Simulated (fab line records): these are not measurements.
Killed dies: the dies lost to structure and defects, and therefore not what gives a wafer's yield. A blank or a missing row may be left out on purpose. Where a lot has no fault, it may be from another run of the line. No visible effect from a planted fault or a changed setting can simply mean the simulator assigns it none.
A lot that was struck, set against a sound lot | flow nandHarc | 15 steps out of a route of 1302
Sound: wafers L729.2, L729.3, L729.6. Struck: wafers L723.1, L723.2. (L723.6 of the same lot was not struck and is left out.) The cause comes at the end.
At each step with rows: each side's tool, then ch and its chambers, then its first start. Under that, the readings that differ: sound wafers | struck wafers | difference of the means | sigmas: that difference in standard deviations of wafers without a fault.
alike: a reading whose means differ by less than 2 such deviations, as well as words and numbers matching on both sides. not compared: withheld readings; readings where some wafer has no value; bounds like >300 that might hide an equal value; numbers whose values overlap and for which the record gives no deviation.
Wherever a step has rows on one side only, a row that says differs or no value, or a row with sigmas, the two part there. Numbers that have no deviation but don't overlap get no sigmas and don't part them. A reading missing from all wafers of one side parts the sides only when that side holds two or more wafers.

first, 6 steps without rows for these wafers: NHARC_A_DECK1_JOINT_CVD_34 (deposits SiNx, target thk 20 nm); NHARC_A_DECK1_JOINT_DEP_06 (deposits SiOx, target thk 80 nm); NHARC_A_DECK1_JOINT_CURE_26 (time 32 s); NHARC_A_DECK1_JOINT_ANNEAL_27 (time 3600 s); NHARC_A_DECK1_JOINT_ANNEAL_28 (time 1800 s); NHARC_A_DECK1_JOINT_ANNEAL_29 (time 1800 s).
NHARC_A_DECK1_JOINT_CMP_02: polishes SiOx.
  sound on cmp-03 ch 1,2,3, day 19 02:38; struck on cmp-02 ch 1,2, day 16 12:46
  alike: motorCurrentA, retainingRingPressureFrac
then, 1 step without rows for these wafers: NHARC_A_DECK1_JOINT_SRD_15.
NHARC_A_DECK1_JOINT_DEP_16: deposits SiO2, target thk 45 nm.
  sound on pecvd-02 ch 0,1,2, day 19 03:01; struck on pecvd-02 ch 0,2, day 16 13:11
  alike: flowSccm, heaterPowerW, mfcPrecursorSccm, throttleValvePct
NHARC_A_DECK1_JOINT_THK_MEAS_17: measures by ellipsometry.
  struck on filmMetro-01, day 16 13:26; sound on filmMetro-01, day 19 03:18
  alike: thkNm
NHARC_A_DECK1_JOINT_INSPECT_05:
  struck on defectInspect-01, day 16 13:28; sound on defectInspect-01, day 19 03:20
  alike: rawDefectCount
NHARC_A_ONON_D2_DEP_00: target thk 1000 nm.
  sound on pecvdOnon-02 ch 0, day 19 03:28; struck on pecvdOnon-01 ch 0, day 16 13:32
  alike: n2FlowSccm
NHARC_A_ONON_D2_THK_MEAS_02: measures by ellipsometry.
  struck on filmMetro-01, day 16 14:02; sound on filmMetro-01, day 19 03:55
reading    | sound          | struck  | difference | sigmas
thkNm (nm) | 1013 1011 1013 | 705 707 | -306       | -35
after that, 1 step with no rows for these wafers: NHARC_A_ONON_D2_DEP_03 (target thk 1000 nm).
-- jump in the record: it breaks off in module A_ONON_D2 and resumes in module END (first step shown: number 1302 of the route), and 12 days separate the struck wafers' starts before and after --
NHARC_END_SORT_01:
  here the record holds rows for the struck wafers (prober-02 ch 0, day 28 15:19) but none for the sound ones

## WHERE THEY PART
First at NHARC_A_ONON_D2_THK_MEAS_02; last, within this record, at NHARC_END_SORT_01.

WHY: what had been put in by the simulator
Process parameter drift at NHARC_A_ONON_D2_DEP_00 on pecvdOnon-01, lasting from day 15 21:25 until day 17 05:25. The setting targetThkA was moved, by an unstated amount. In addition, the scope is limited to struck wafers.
